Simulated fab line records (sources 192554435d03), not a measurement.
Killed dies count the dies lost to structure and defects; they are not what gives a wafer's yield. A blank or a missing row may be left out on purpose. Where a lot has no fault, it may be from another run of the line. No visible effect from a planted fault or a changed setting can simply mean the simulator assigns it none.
Which tool is to blame? ; flow n5 finfet ; 36 wafers from 12 lots sampled at 2 of the route's 1938 steps

WHAT EACH GAUGE READ, for each wafer
N5_BEOL_M0_SAQP_CD_MEAS_29: target cd 14.4 nm.
lot;measured;on;cd nm (nm)
L075;day 6 00:37;cd sem-02;14.52 14.73 14.82
L077;day 6 09:18;cd sem-01;14.79 14.78 14.78
L079;day 6 21:13;cd sem-01;15.02 15.44 14.84
L081;day 7 09:22;cd sem-03;15.23 14.98 14.94
L083;day 7 23:09;cd sem-01;15.13 14.94 14.92
L085;day 8 15:26;cd sem-02;15.14 15.30 14.98
L087;day 9 05:31;cd sem-03;15.16 15.33 15.15
L089;day 9 15:04;cd sem-01;14.84 15.30 15.29
L091;day 10 01:41;cd sem-01;14.85 15.02 14.84
L093;day 10 11:27;cd sem-02;15.28 14.98 15.05
L095;day 10 19:22;cd sem-01;14.50 14.79 14.67
L097;day 11 14:11;cd sem-01;14.99 15.14 14.81

WHAT TOOL EACH LOT RAN ON (gives the tool, then ch and the chambers of the sampled wafers, and finally the start)
lot;N5_BEOL_M0_SAQP_RECESS_104
L075;vapor etch-02 ch 0,1, day 5 22:58
L077;vapor etch-02 ch 0,1, day 6 07:48
L079;vapor etch-01 ch 0,1, day 6 19:37
L081;vapor etch-02 ch 0,1, day 7 07:01
L083;vapor etch-02 ch 0,1, day 7 20:50
L085;vapor etch-01 ch 0,1, day 8 13:35
L087;vapor etch-01 ch 0,1, day 9 03:52
L089;vapor etch-01 ch 0,1, day 9 12:54
L091;vapor etch-01 ch 0,1, day 10 00:11
L093;vapor etch-01 ch 0,1, day 10 09:47
L095;vapor etch-01 ch 0,1, day 10 17:46
L097;vapor etch-01 ch 0,1, day 11 12:16
- N5_BEOL_M0_SAQP_RECESS_104: chemistry HF/NH3, target SiO2, target depth 18 nm, afs cycles 3, sublimation time 60 s.

THE ANSWER, worked out from the rows above alone
Rule: the usual values come from the lots themselves. Put in order of their means at a reading, lots are off if they are a third of the lots or fewer, leave a main group of 4 or more, and stand apart from it by a gap of 3 or more times the standard deviation of the main group's means; of several such gaps the widest counts. A main group is skipped when, at the precision printed for the reading in the tables above, its means are all equal. A lot without any number at a reading at which 4 lots or more have one is off too. Where the step has rows for the other lots, those lots are counted as sound.
Nothing can be told from this: no lot is off at any reading shown.

WHAT THE SIMULATOR HAD INSERTED
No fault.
